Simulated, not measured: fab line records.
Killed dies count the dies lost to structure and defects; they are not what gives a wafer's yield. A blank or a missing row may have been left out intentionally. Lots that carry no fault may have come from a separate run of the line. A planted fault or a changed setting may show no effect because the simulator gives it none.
Split-lot study -- flow n5Finfet -- route with 1938 steps; 7 lots, 21 wafers read

== ON THE SPLIT ==
At N5_BEOL_M5_TRENCH_ETCH_37 (etches SiCOH lowk in C4F6/O2, target depth 71.652 nm, time 24.7 s), the setting timeS was moved away from the recipe's 24.7 s on 5 of the 21 wafers read, by -12.7% to +22.1%. All remaining wafers had this setting at the recipe value.

== FROM THE SPLIT TO THE READING: what the file shows between them, 8 steps ==
- N5_BEOL_M5_ETCH_41: etches SiCN in CH3F/O2, target depth 31.5 nm, time 56.7 s
- N5_BEOL_M5_STRIP_91: strips in N2/H2, time 10 s
- N5_BEOL_M5_OCD_MEAS_38
- N5_BEOL_M5_HM_STRIP_39: strips TiN in peroxide tin strip, target depth 25 nm, time 158 s
- N5_BEOL_M5_SRD_40: time 30 s
- N5_BEOL_M5_ECD_50: material Cu, target thk 300 nm
- N5_BEOL_M5_ANNEAL_51: time 90 s
- N5_BEOL_M5_CMP_52: polishes, stops on SiCOH lowk, t overpolish 6.9 s, target thk 62 nm

== THE READING ==
M5_THK, in nm, at N5_BEOL_M5_THK_MEAS_53 (measures by xrf). Fault-free wafers of this fab line usually give 61.1 nm, standard deviation 1.6 nm.

wafer,"tool, chamber at the split","timeS as run, s",against the recipe,"M5_THK, nm",against lot-mates on the recipe
L074.1,"rieDiel-01, 2",29.71,+20.3%,78.0,+14.6
L074.4,"rieDiel-01, 2",24.7,recipe,64.2,-
L074.5,"rieDiel-01, 0",24.7,recipe,62.6,-
L075.3,"rieDiel-02, 2",24.7,recipe,60.4,-
L075.4,"rieDiel-02, 0",24.7,recipe,60.4,-
L075.5,"rieDiel-02, 3",24.7,recipe,64.1,-
L086.2,"rieDiel-05, 2",29.69,+20.2%,77.0,+17.0
L086.3,"rieDiel-05, 0",24.7,recipe,59.2,-
L086.4,"rieDiel-05, 1",24.7,recipe,60.9,-
L085.2,"rieDiel-05, 0",24.7,recipe,60.2,-
L085.3,"rieDiel-05, 1",24.7,recipe,58.6,-
L085.4,"rieDiel-05, 3",24.7,recipe,61.8,-
L089.2,"rieDiel-05, 2",24.7,recipe,59.2,-
L089.4,"rieDiel-05, 0",24.7,recipe,58.7,-
L089.5,"rieDiel-05, 3",24.7,recipe,60.2,-
L095.3,"rieDiel-05, 1",24.7,recipe,61.1,-
L095.4,"rieDiel-05, 3",30.17,+22.1%,78.3,+17.2
L095.5,"rieDiel-05, 1",30.17,+22.1%,73.7,+12.6
L096.3,"rieDiel-05, 0",21.57,-12.7%,51.6,-10.6
L096.5,"rieDiel-05, 2",24.7,recipe,62.1,-
L096.6,"rieDiel-05, 3",24.7,recipe,62.4,-

FIT RESULTS
A straight line over all 21 wafers: M5_THK changes by +0.74 nm for each +1% of timeS; r = +0.97; the points scatter about the line by 1.9 nm.
The same after taking each lot's own level away (the mean of its wafers on the recipe; 21 wafers): +0.735 nm for each +1%; r = +0.98; scatter 1.4 nm.
Per that fit: largest timeS move, reading shift of 16 nm.
The span of the lots' own levels, 59.37 to 63.40 nm, comes to 2.5 times the standard deviation stated above.
Hence the lot-to-lot level has little effect on the slope; both slopes agree.
Check: for one of the wafers moved furthest among these (+22.1%), held out of the fit, the line's prediction against its lot-mates is +15.8 nm. Against them it came out at +17.2 nm.

== FURTHER SPLITS ON THESE WAFERS ==
These wafers also went through other splits before the reading. Each is held against what the fit with the lots' levels taken away leaves over:
other split on the same wafers,wafers away from the commonest value,r with M5_THK (lot level and that fit taken away)
N5_BEOL_M2_PECVD_72 timeS,6,+0.34
N5_BEOL_M3_ILD_DEP_00 timeS,8,+0.03
N5_BEOL_M3_COAT_05 spinRpm,10,-0.09
N5_BEOL_M3_ETCH_70 timeS,4,-0.35
N5_BEOL_M4_COAT_73 spinRpm,7,+0.10
N5_BEOL_M4_EXPOSE_08 doseMj,6,-0.16
N5_BEOL_M5_COAT_71 spinRpm,4,-0.32
N5_BEOL_M5_ETCH_72 biasW,5,-0.01
N5_BEOL_M5_VIA_ETCH_34 biasW,12,-0.21

== THE WHOLE CHAIN: every reading that the file lists as answering this split, in the file's order ==
step,what it does,reading,change (the file's fit),r (the file's)
N5_BEOL_M5_TRENCH_ETCH_37,"etches SiCOH lowk in C4F6/O2, target depth 71.652 nm, time 24.7 s","etch.depthNm (the simulator's own value, which no gauge read)",+0.759 nm for each +1% of the setting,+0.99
N5_BEOL_M5_TRENCH_ETCH_37,"etches SiCOH lowk in C4F6/O2, target depth 71.652 nm, time 24.7 s","BEOL_M5.featureDepthNm (the simulator's own value, which no gauge read)",+0.763 nm for each +1% of the setting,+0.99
N5_BEOL_M5_OCD_MEAS_38,,trenchDepthNm,+0.755 nm for each +1% of the setting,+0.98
N5_BEOL_M5_CMP_52,"polishes, stops on SiCOH lowk, t overpolish 6.9 s, target thk 62 nm","Cu_of_BEOL_M5_ECD_50.thkNm (the simulator's own value, which no gauge read)",+0.752 nm for each +1% of the setting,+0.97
N5_BEOL_M5_THK_MEAS_53,measures by xrf,M5_THK,+0.75 for each +1% of the setting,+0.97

== FILE'S OWN FIT ==
M5_THK changes by +0.75 nm for each +1% of timeS, r = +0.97.
